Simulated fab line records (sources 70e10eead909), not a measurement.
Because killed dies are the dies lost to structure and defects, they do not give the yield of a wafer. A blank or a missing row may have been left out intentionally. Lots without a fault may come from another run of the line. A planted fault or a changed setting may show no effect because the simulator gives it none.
fab line records / flow nandHarc
[record] lots = 7 wafers = 18 lastDay = 32
route steps=1302 shown A_ZERO_WELL@412 A_SOURCE_PLATE@413 A_ONON_D1@424
lots that met no fault: from a run of the same line without faults
startH: start of the lot's first displayed wafer, in hours after the record's first day / waitH: hours since the lot's step before / " as in the row above / L1.1+2: a single row standing in for several wafers / - no value, or no start was given / * or withheld: withheld / < > ~ a bound
route shown NAME@n: a module of which the file shows steps, and the number in the route of the first / usual: average and standard deviation across the fault-free wafers / same: alike in all rows / chamber/n: place in a boat / sites: each site's reading / _std_site: how widely they spread, as a standard deviation / _edge_site: the outer-site mean with the inner-site mean subtracted / radiusMm: how far each site lies from the wafer's centre / mask NAME#n: copy n / behind: the most recent tool/chamber to have shaped the wafer / hold: cause of the lot's hold/its duration in hours/its outcome / device: transistor that didn't switch, given as n, p or np / end of line: tests run on the same wafers once the route is complete / a step with no rows: only its recipe / killed: dies lost to structure and defects at the first sort, not the wafer's yield / map: a wafer's dies, x killed, . not, _ none there
set.NAME: the run value of the setting; set.NAME@STEP: its run value at that earlier step / model.NAME: the simulator's own value behind a step, which no gauge read
a table for each step, a row for each wafer; lots at some steps of the route
services: from which hour (startH, from the record's first day; less than 0 if before it) a tool's chamber was out of use, for how many hours, and why
[[steps]]
[step NHARC_A_ZERO_WELL_INSPECT_17]
[usual] rawDefectCount = 10/4.9
lot.wafer=L101.1 tool=defectInspect-01 chamber=- startH=185.08 waitH=0.2 rawDefectCount=6
lot.wafer=L101.3 tool=defectInspect-01 chamber=- startH=185.08 waitH=0.2 rawDefectCount=7
lot.wafer=L101.4 tool=defectInspect-01 chamber=- startH=185.08 waitH=0.2 rawDefectCount=4
lot.wafer=L105.1 tool=defectInspect-02 chamber=- startH=223.48 waitH=0.2 rawDefectCount=3
lot.wafer=L105.4 tool=defectInspect-02 chamber=- startH=223.48 waitH=0.2 rawDefectCount=6
lot.wafer=L105.5 tool=defectInspect-02 chamber=- startH=223.48 waitH=0.2 rawDefectCount=5
lot.wafer=L106.2 tool=defectInspect-01 chamber=- startH=228.16 waitH=0.1 rawDefectCount=4
lot.wafer=L106.5 tool=defectInspect-01 chamber=- startH=228.16 waitH=0.1 rawDefectCount=6
lot.wafer=L107.3 tool=defectInspect-01 chamber=- startH=244.58 waitH=0.1 rawDefectCount=19
lot.wafer=L107.5 tool=defectInspect-01 chamber=- startH=244.58 waitH=0.1 rawDefectCount=12
lot.wafer=L108.2 tool=defectInspect-02 chamber=- startH=255.73 waitH=0.1 rawDefectCount=7
lot.wafer=L108.5 tool=defectInspect-02 chamber=- startH=255.73 waitH=0.1 rawDefectCount=20
lot.wafer=L115.2 tool=defectInspect-02 chamber=- startH=315.14 waitH=0.1 rawDefectCount=6
lot.wafer=L115.5 tool=defectInspect-02 chamber=- startH=315.14 waitH=0.1 rawDefectCount=4
lot.wafer=L115.6 tool=defectInspect-02 chamber=- startH=315.14 waitH=0.1 rawDefectCount=3
lot.wafer=L116.2 tool=defectInspect-01 chamber=- startH=331.64 waitH=0.1 rawDefectCount=2
lot.wafer=L116.5 tool=defectInspect-01 chamber=- startH=331.64 waitH=0.1 rawDefectCount=6
lot.wafer=L116.6 tool=defectInspect-01 chamber=- startH=331.64 waitH=0.1 rawDefectCount=5
[step NHARC_A_SOURCE_PLATE_PRECLEAN_00]
[recipe] timeS = 60 chemistry = HF-LAST
[step NHARC_A_SOURCE_PLATE_SRD_01]
[step NHARC_A_SOURCE_PLATE_OXIDE_02]
[recipe] targetThkA = 100 tempC = 900 oxTimeS = 1362 material = SiO2
[step NHARC_A_SOURCE_PLATE_THK_MEAS_09]
[recipe] thkMeasGauge = ellipsometry
[usual] thkNm = 9.7/1.1
lot.wafer=L101.1 tool=filmMetro-01 chamber=- startH=192.45 waitH=0.4 thkNm=10.8
lot.wafer=L101.3 tool=filmMetro-01 chamber=- startH=192.45 waitH=0.4 thkNm=12.1
lot.wafer=L101.4 tool=filmMetro-01 chamber=- startH=192.45 waitH=0.4 thkNm=8.6
lot.wafer=L105.1 tool=filmMetro-02 chamber=- startH=230.27 waitH=0.4 thkNm=9.8
lot.wafer=L105.4 tool=filmMetro-02 chamber=- startH=230.27 waitH=0.4 thkNm=8.6
lot.wafer=L105.5 tool=filmMetro-02 chamber=- startH=230.27 waitH=0.4 thkNm=10.0
lot.wafer=L106.2 tool=filmMetro-02 chamber=- startH=235.50 waitH=0.4 thkNm=10.4
lot.wafer=L106.5 tool=filmMetro-02 chamber=- startH=235.50 waitH=0.4 thkNm=9.5
lot.wafer=L107.3 tool=filmMetro-01 chamber=- startH=252.32 waitH=0.4 thkNm=11.0
lot.wafer=L107.5 tool=filmMetro-01 chamber=- startH=252.32 waitH=0.4 thkNm=11.1
lot.wafer=L108.2 tool=filmMetro-02 chamber=- startH=263.04 waitH=0.4 thkNm=8.2
lot.wafer=L108.5 tool=filmMetro-02 chamber=- startH=263.04 waitH=0.4 thkNm=9.3
lot.wafer=L115.2 tool=filmMetro-02 chamber=- startH=324.33 waitH=0.4 thkNm=10.9
lot.wafer=L115.5 tool=filmMetro-02 chamber=- startH=324.33 waitH=0.4 thkNm=7.5
lot.wafer=L115.6 tool=filmMetro-02 chamber=- startH=324.33 waitH=0.4 thkNm=9.1
lot.wafer=L116.2 tool=filmMetro-01 chamber=- startH=338.88 waitH=0.4 thkNm=9.2
lot.wafer=L116.5 tool=filmMetro-01 chamber=- startH=338.88 waitH=0.4 thkNm=9.4
lot.wafer=L116.6 tool=filmMetro-01 chamber=- startH=338.88 waitH=0.4 thkNm=9.9
[step NHARC_A_SOURCE_PLATE_PVD_04]
[recipe] targetThkA = 500 material = WSi2
[step NHARC_A_SOURCE_PLATE_CVD_03]
[recipe] targetThkA = 2000 tempC = 620 pressureMtorr = 200 timeS = 4000 material = poly-Si
[step NHARC_A_SOURCE_PLATE_ANNEAL_05]
[recipe] tempC = 850 timeS = 1800
[step NHARC_A_SOURCE_PLATE_THK_MEAS_06]
[recipe] thkMeasGauge = ellipsometry
[usual] thkNm = 200.0/1.8
lot.wafer=L101.1 tool=filmMetro-01 chamber=- startH=205.45 waitH=0.4 thkNm=199.5
lot.wafer=L101.3 tool=filmMetro-01 chamber=- startH=205.45 waitH=0.4 thkNm=201.1
lot.wafer=L101.4 tool=filmMetro-01 chamber=- startH=205.45 waitH=0.4 thkNm=199.8
lot.wafer=L105.1 tool=filmMetro-01 chamber=- startH=242.74 waitH=0.4 thkNm=198.4
lot.wafer=L105.4 tool=filmMetro-01 chamber=- startH=242.74 waitH=0.4 thkNm=198.9
lot.wafer=L105.5 tool=filmMetro-01 chamber=- startH=242.74 waitH=0.4 thkNm=202.1
lot.wafer=L106.2 tool=filmMetro-01 chamber=- startH=248.70 waitH=0.4 thkNm=200.7
lot.wafer=L106.5 tool=filmMetro-01 chamber=- startH=248.70 waitH=0.4 thkNm=203.9
lot.wafer=L107.3 tool=filmMetro-01 chamber=- startH=266.64 waitH=0.4 thkNm=201.8
lot.wafer=L107.5 tool=filmMetro-01 chamber=- startH=266.64 waitH=0.4 thkNm=203.9
lot.wafer=L108.2 tool=filmMetro-01 chamber=- startH=275.66 waitH=0.4 thkNm=198.2
lot.wafer=L108.5 tool=filmMetro-01 chamber=- startH=275.66 waitH=0.4 thkNm=197.5
lot.wafer=L115.2 tool=filmMetro-01 chamber=- startH=337.02 waitH=0.4 thkNm=196.3
lot.wafer=L115.5 tool=filmMetro-01 chamber=- startH=337.02 waitH=0.4 thkNm=200.2
lot.wafer=L115.6 tool=filmMetro-01 chamber=- startH=337.02 waitH=0.4 thkNm=202.6
lot.wafer=L116.2 tool=filmMetro-01 chamber=- startH=351.94 waitH=0.4 thkNm=199.2
lot.wafer=L116.5 tool=filmMetro-01 chamber=- startH=351.94 waitH=0.4 thkNm=202.7
lot.wafer=L116.6 tool=filmMetro-01 chamber=- startH=351.94 waitH=0.4 thkNm=201.4
[step NHARC_A_SOURCE_PLATE_INSPECT_08]
[usual] rawDefectCount = 59/25
lot.wafer=L101.1 tool=defectInspect-01 chamber=- startH=205.51 waitH=0.0 rawDefectCount=62
lot.wafer=L101.3 tool=defectInspect-01 chamber=- startH=205.51 waitH=0.0 rawDefectCount=40
lot.wafer=L101.4 tool=defectInspect-01 chamber=- startH=205.51 waitH=0.0 rawDefectCount=53
lot.wafer=L105.1 tool=defectInspect-01 chamber=- startH=242.81 waitH=0.0 rawDefectCount=27
lot.wafer=L105.4 tool=defectInspect-01 chamber=- startH=242.81 waitH=0.0 rawDefectCount=36
lot.wafer=L105.5 tool=defectInspect-01 chamber=- startH=242.81 waitH=0.0 rawDefectCount=73
lot.wafer=L106.2 tool=defectInspect-02 chamber=- startH=248.78 waitH=0.0 rawDefectCount=34
lot.wafer=L106.5 tool=defectInspect-02 chamber=- startH=248.78 waitH=0.0 rawDefectCount=30
lot.wafer=L107.3 tool=defectInspect-02 chamber=- startH=266.71 waitH=0.0 rawDefectCount=30
lot.wafer=L107.5 tool=defectInspect-02 chamber=- startH=266.71 waitH=0.0 rawDefectCount=31
lot.wafer=L108.2 tool=defectInspect-01 chamber=- startH=275.72 waitH=0.0 rawDefectCount=113
lot.wafer=L108.5 tool=defectInspect-01 chamber=- startH=275.72 waitH=0.0 rawDefectCount=163
lot.wafer=L115.2 tool=defectInspect-02 chamber=- startH=337.09 waitH=0.0 rawDefectCount=72
lot.wafer=L115.5 tool=defectInspect-02 chamber=- startH=337.09 waitH=0.0 rawDefectCount=63
lot.wafer=L115.6 tool=defectInspect-02 chamber=- startH=337.09 waitH=0.0 rawDefectCount=53
lot.wafer=L116.2 tool=defectInspect-02 chamber=- startH=352.01 waitH=0.0 rawDefectCount=39
lot.wafer=L116.5 tool=defectInspect-02 chamber=- startH=352.01 waitH=0.0 rawDefectCount=35
lot.wafer=L116.6 tool=defectInspect-02 chamber=- startH=352.01 waitH=0.0 rawDefectCount=55
[step NHARC_A_ONON_D1_DEP_00]
[recipe] targetThkA = 10000 n2FlowSccm = 2750 n2oFlowSccm = 2000 nh3FlowSccm = 500 sih4FlowSccm = 210 tempC = 400
lot.wafer=L101.1+3+4 tool=pecvdOnon-02 chamber=0 startH=205.58 waitH=0.1
lot.wafer=L105.1+4+5 tool=pecvdOnon-03 chamber=0 startH=242.87 waitH=0.1
lot.wafer=L106.2+5 tool=pecvdOnon-03 chamber=0 startH=248.91 waitH=0.1
lot.wafer=L107.3+5 tool=pecvdOnon-03 chamber=0 startH=266.89 waitH=0.2
lot.wafer=L108.2+5 tool=pecvdOnon-03 chamber=0 startH=275.85 waitH=0.1
lot.wafer=L115.2+5+6 tool=pecvdOnon-02 chamber=0 startH=337.21 waitH=0.1
lot.wafer=L116.2+5+6 tool=pecvdOnon-02 chamber=0 startH=352.13 waitH=0.1
[step NHARC_A_ONON_D1_THK_MEAS_02]
[recipe] thkMeasGauge = ellipsometry
[usual] thkNm = 1002/11
lot.wafer=L101.1 tool=filmMetro-01 chamber=- startH=206.08 waitH=- thkNm=984
lot.wafer=L101.3 tool=filmMetro-01 chamber=- startH=206.08 waitH=- thkNm=982
lot.wafer=L101.4 tool=filmMetro-01 chamber=- startH=206.08 waitH=- thkNm=983
lot.wafer=L105.1 tool=filmMetro-02 chamber=- startH=243.39 waitH=- thkNm=1001
lot.wafer=L105.4 tool=filmMetro-02 chamber=- startH=243.39 waitH=- thkNm=1001
lot.wafer=L105.5 tool=filmMetro-02 chamber=- startH=243.39 waitH=- thkNm=1001
lot.wafer=L106.2 tool=filmMetro-01 chamber=- startH=249.39 waitH=- thkNm=712
lot.wafer=L106.5 tool=filmMetro-01 chamber=- startH=249.39 waitH=- thkNm=712
lot.wafer=L107.3 tool=filmMetro-02 chamber=- startH=267.28 waitH=- thkNm=1001
lot.wafer=L107.5 tool=filmMetro-02 chamber=- startH=267.28 waitH=- thkNm=711
lot.wafer=L108.2 tool=filmMetro-01 chamber=- startH=276.30 waitH=- thkNm=718
lot.wafer=L108.5 tool=filmMetro-01 chamber=- startH=276.30 waitH=- thkNm=717
lot.wafer=L115.2 tool=filmMetro-02 chamber=- startH=337.66 waitH=- thkNm=980
lot.wafer=L115.5 tool=filmMetro-02 chamber=- startH=337.66 waitH=- thkNm=981
lot.wafer=L115.6 tool=filmMetro-02 chamber=- startH=337.66 waitH=- thkNm=980
lot.wafer=L116.2 tool=filmMetro-01 chamber=- startH=352.58 waitH=- thkNm=1017
lot.wafer=L116.5 tool=filmMetro-01 chamber=- startH=352.58 waitH=- thkNm=1018
lot.wafer=L116.6 tool=filmMetro-01 chamber=- startH=352.58 waitH=- thkNm=1018
[step NHARC_A_ONON_D1_DEP_03]
[recipe] targetThkA = 10000 n2FlowSccm = 2750 n2oFlowSccm = 2000 nh3FlowSccm = 500 sih4FlowSccm = 210 tempC = 400
[[services]]
tool=pecvdOnon-02 chamber=- startH=185.32 hours=13.0 kind=pm
tool=pecvdOnon-03 chamber=- startH=227.00 hours=13.0 kind=pm
[[key]]
[firstSign] step = NHARC_A_ONON_D1_THK_MEAS_02 reading = thkNm direction = down sigmas = 26 usual = 1002 struck = 714
effect none on later readings
metAt NHARC_A_ONON_D1_DEP_00
struckWafers L106.2,L106.5,L107.5,L108.2,L108.5
sortLeftOut L106.2,L106.5,L107.5,L108.2,L108.5
testerLeftOut L106,L107,L108
onsetBetween 242.87 248.91
[fault] kind = processParameterDrift tool = pecvdOnon-03 chamber = - onsetH = 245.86 steps = NHARC_A_ONON_D1_DEP_00 channel = targetThkA offset = * shape = step endH = 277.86 scope = struckWafersOnly actsIn = * stated = *
// testerLeftOut: of these lots the tester's yield and bins aren't shown, on N5 and GAA mostly nor the transistor test; their killed dies are dies lost to structure and defects alone, not to doping, threshold or leakage, so they don't give the yield
// sortLeftOut: the simulated sort isn't trusted on such a fault, so these wafers' sort isn't shown, and their yield isn't known
